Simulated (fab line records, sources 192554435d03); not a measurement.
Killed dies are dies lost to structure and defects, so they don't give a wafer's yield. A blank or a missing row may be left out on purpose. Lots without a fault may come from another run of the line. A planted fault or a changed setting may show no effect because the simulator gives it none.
Chamber matching | flow n5_finfet | N5_BEOL_M11_STRIP_67 on rie_diel-02: 4 sister chambers
The step strips in CF4. 4 wafers are shown with their chamber, then 7 later ones without.

WAFERS WITH THEIR CHAMBER
wafer  | chamber | showerhead_plenum_p_Torr (Torr)
L086.1 | 2       | 1.75
L086.2 | 1       | 1.77
L091.3 | 3       | 1.89
L091.4 | 0       | 1.83

WAFERS WITHOUT THEIR CHAMBER
wafer  | showerhead_plenum_p_Torr (Torr)
L091.5 | 1.75
L096.3 | 1.76
L096.5 | 1.76
L096.6 | 1.76
L095.1 | 1.75
L095.4 | 1.75
L095.6 | 1.89

WHICH CHAMBER EACH WENT THROUGH
wafer  | from the rows above     | in truth
L091.5 | 2                       | 2
L096.3 | can't be placed: 1 or 2 | 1
L096.5 | can't be placed: 1 or 2 | 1
L096.6 | can't be placed: 1 or 2 | 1
L095.1 | 2                       | 2
L095.4 | 2                       | 2
L095.6 | 3                       | 3
Placed correctly: 4 of 7. Can't be placed from these rows: 3 (the true chamber is among the candidates in 3). Placed wrongly: 0.
How it was worked out, from the rows above alone: a wafer's distance from a chamber is the root of the sum, over the readings, of the square of ((its reading less the chamber's mean) divided by the reading's scatter). The wafer belongs to the nearest chamber; if the next one is less than 2 further off, it can't be placed. A chamber's mean is the mean of its shown wafers. The scatter: with one shown wafer a chamber, the root of the mean of the squares of how far each hidden wafer lies from its nearest shown one.
